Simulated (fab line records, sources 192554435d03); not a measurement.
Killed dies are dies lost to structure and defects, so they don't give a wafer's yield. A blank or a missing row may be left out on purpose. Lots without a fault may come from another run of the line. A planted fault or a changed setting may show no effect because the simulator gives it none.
Chamber matching | flow n5_finfet | N5_DUMMY_GATE_ETCH_29 on rie_diel-01: 4 sister chambers
The step etches underlayer in N2/H2, target depth 13 nm. 4 wafers are shown with their chamber, then 8 later ones without.

WAFERS WITH THEIR CHAMBER
wafer  | chamber | showerhead_plenum_p_Torr (Torr)
L079.6 | 0       | 2.58
L090.1 | 3       | 2.53
L090.3 | 2       | 2.63
L091.1 | 1       | 2.49

WAFERS WITHOUT THEIR CHAMBER
wafer  | showerhead_plenum_p_Torr (Torr)
L091.2 | 2.63
L091.4 | 2.49
L095.1 | 2.49
L095.2 | 2.52
L095.4 | 2.63
L096.4 | 2.57
L096.5 | 2.57
L096.6 | 2.49

WHICH CHAMBER EACH WENT THROUGH
wafer  | from the rows above | in truth
L091.2 | 2                   | 2
L091.4 | 1                   | 1
L095.1 | 1                   | 1
L095.2 | 3                   | 3
L095.4 | 2                   | 2
L096.4 | 0                   | 0
L096.5 | 0                   | 0
L096.6 | 1                   | 1
Placed correctly: 8 of 8. Can't be placed from these rows: 0. Placed wrongly: 0.
How it was worked out, from the rows above alone: a wafer's distance from a chamber is the root of the sum, over the readings, of the square of ((its reading less the chamber's mean) divided by the reading's scatter). The wafer belongs to the nearest chamber; if the next one is less than 2 further off, it can't be placed. A chamber's mean is the mean of its shown wafers. The scatter: with one shown wafer a chamber, the root of the mean of the squares of how far each hidden wafer lies from its nearest shown one.
